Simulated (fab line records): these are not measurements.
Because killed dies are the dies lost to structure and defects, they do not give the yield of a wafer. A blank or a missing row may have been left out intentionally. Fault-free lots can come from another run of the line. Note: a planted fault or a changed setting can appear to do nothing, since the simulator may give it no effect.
Chamber matching | flow n5 finfet | rie diel-01 running N5_BEOL_M5_STRIP_19: 4 sister chambers
The step strips in O2. 4 wafers are shown with their chamber, then 11 later ones without.

## WAFERS, EACH WITH ITS CHAMBER
wafer  | chamber | showerhead plenum p Torr (Torr)
L083.6 | 0       | 2.22
L087.1 | 3       | 2.16
L087.5 | 2       | 1.99
L090.1 | 1       | 2.19

## WAFERS WITH NO CHAMBER GIVEN
wafer  | showerhead plenum p Torr (Torr)
L090.2 | 2.15
L090.5 | 2.15
L092.2 | 1.98
L092.3 | 2.21
L092.4 | 2.19
L095.1 | 2.19
L095.3 | 1.98
L095.4 | 2.21
L096.1 | 2.15
L096.3 | 2.21
L096.5 | 2.15

## WHICH CHAMBER EACH WENT THROUGH
wafer  | from the rows above     | in truth
L090.2 | 3                       | 3
L090.5 | 3                       | 3
L092.2 | 2                       | 2
L092.3 | can't be placed: 0 or 1 | 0
L092.4 | 1                       | 1
L095.1 | 1                       | 1
L095.3 | 2                       | 2
L095.4 | can't be placed: 0 or 1 | 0
L096.1 | 3                       | 3
L096.3 | can't be placed: 0 or 1 | 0
L096.5 | 3                       | 3
Correctly placed: 8 of 11. Unplaceable from these rows: 3, with the true chamber sitting among the candidates in 3. Placed wrongly: 0.
How it was worked out, from the rows above alone: a wafer's distance from a chamber is the root of the sum, over the readings, of the square of ((its reading less the chamber's mean) divided by the reading's scatter). The wafer belongs to the nearest chamber; if the next one is less than 2 further off, it can't be placed. For every chamber, the mean is computed from those of its wafers that are shown. The scatter: root of mean squared gap, hidden wafer to nearest shown wafer, with one shown wafer a chamber.
